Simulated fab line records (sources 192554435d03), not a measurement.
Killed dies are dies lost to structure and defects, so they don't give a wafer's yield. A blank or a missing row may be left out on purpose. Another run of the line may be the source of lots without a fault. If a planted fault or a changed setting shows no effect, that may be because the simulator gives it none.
A lot that was struck, set against a sound lot ; flow n5Finfet ; 16 out of 1938 route steps
Sound: the wafers L383.1, L383.4, L383.6. Struck: wafer L387.1 (L387.5, L387.6, from the same lot, were not struck and are left out); the cause is given at the end.
Each step with rows lists, per side, the tool, then ch with its chambers, then its first start. Under that, the readings that differ: sound wafers ; struck wafers ; difference of the means ; sigmas: that difference in standard deviations of wafers without a fault.
alike: readings with means less than 2 such deviations apart, plus words and numbers identical on both sides. not compared: withheld readings, readings lacking a value on some wafer, bounds such as >300 that could conceal the same value, and numbers that have no deviation in the record and whose values overlap.
Wherever a step has rows on one side only, a row that says differs or no value, or a row with sigmas, the two part there. Numbers that have no deviation but don't overlap get no sigmas and don't part them. A reading that every wafer of one side lacks parts them only if that side has two wafers or more.

first, 1 step without rows for these wafers: N5_BEOL_M3_ETCH_41 (etches SiCN in CH3F/O2, target depth 29.9 nm, time 52.5 s).
N5_BEOL_M3_STRIP_97: strips in N2/H2, time 10 s.
  sound: rieDiel-01 ch 2,3; struck: rieDiel-01 ch 2
  alike: drypumpMotorCurrentA, oesProductAu, rfVppV, showerheadPlenumPTorr, tempC, throttleValvePct
  not compared: rfHoursCounterH
N5_BEOL_M3_OCD_MEAS_38:
  sound on ocd-01, day 8 21:47; struck on ocd-02, day 9 04:41
  alike: trenchDepthNm
then, 4 steps without rows for these wafers: N5_BEOL_M3_HM_STRIP_39 (strips TiN in peroxide tin strip, target depth 25 nm, time 158 s); N5_BEOL_M3_SRD_40 (time 30 s); N5_BEOL_M3_PRECLEAN_42 (cleans in residue remover, time 60 s); N5_BEOL_M3_SRD_43 (time 30 s).
N5_BEOL_M3_CD_MEAS_35: target cd 18 nm, target cd y 21 nm.
  sound on cdSem-03, day 8 21:56; struck on cdSem-01, day 9 04:50
  alike: cdNm
N5_BEOL_M3_DEGAS_44: time 60 s.
  sound on pvdSputter-02, day 8 22:27; struck on pvdSputter-03, day 9 04:55
  alike: heaterPowerW
then, 1 step without rows for these wafers: N5_BEOL_M3_PRE_CLEAN_45 (time 30 s).
N5_BEOL_M3_ALD_84: deposits TaN, pulse time 2 s, purge time 3 s, co reactant purge time 2 s.
  sound on aldMetal-03 ch 1,2,3, day 8 22:47; struck on aldMetal-03 ch 0, day 9 05:01
reading;sound;struck;difference;sigmas
chamberPressureTorr (Torr);3.005 2.996 3.016;2.990;-0.016;-2
heaterPowerW (W);383 365 421;483;+93;+2
  alike: precursorVesselCarrierSccm
N5_BEOL_M3_SURFACE_TREAT_85:
  sound on pvdSputter-01, day 8 23:39; struck on pvdSputter-02, day 9 05:15
  not compared: pressureMtorr, throttleValvePct
N5_BEOL_M3_CVD_47: deposits Co from CCTBA/H2, target thk 3 nm, time 223.8 s.
  sound on cvdCo-02 ch 0,1,2, day 8 23:56; struck on cvdCo-01 ch 2, day 9 05:20
reading;sound;struck;difference;sigmas
runLengthS (s);246.3 246.1 246.7;321.0;+74.6;+99 or more
  alike: chamberPressureTorr
N5_BEOL_M3_SPUTTER_48: material Cu, target thk 4.5 nm, time 8.29 s.
  sound on pvdSputter-01, day 9 00:09; struck on pvdSputter-01, day 9 05:31
  alike: throttleValvePct
N5_BEOL_M4_RC_MEAS_101:
  sound on prober-02 ch 0, day 9 11:26; struck on prober-02 ch 0, day 10 00:21
  alike: DIBL_N, DIBL_P, IOFF_N, IOFF_P, ION_N, ION_P, SS_N, SS_P, VT_N, VT_P
-- record jumps: 5 days separate the struck wafers' starts on either side; left off in module BEOL_M4, taken up again in module PASSIVATION, whose first shown step is the route's number 1936 --
N5_PASSIVATION_PROBE_49:
  sound on prober-02, day 13 21:56; struck on prober-02, day 14 19:59
reading;sound;struck;difference;sigmas
defectLimitedYield (%);92.5 90.5 90.8;88.4;-2.9;-2
killedAtContacts;12 9 11;23;+12;+2
killedDies;88 112 109;137;+34;+2
killedOpen;58 76 67;100;+33;+3
  alike: killed_at_M0_to_M3, killed_at_M4_up, killedAtFrontEnd, killedAtOther, killedShort, sort_bin_5_function, sort_bin_6_memory, sort_bin_8_speed, sortNPass, sortYieldPct

== WHERE THEY PART ==
First at N5_BEOL_M3_ALD_84; last, within this record, at N5_PASSIVATION_PROBE_49.

WHY: what the simulator had put in
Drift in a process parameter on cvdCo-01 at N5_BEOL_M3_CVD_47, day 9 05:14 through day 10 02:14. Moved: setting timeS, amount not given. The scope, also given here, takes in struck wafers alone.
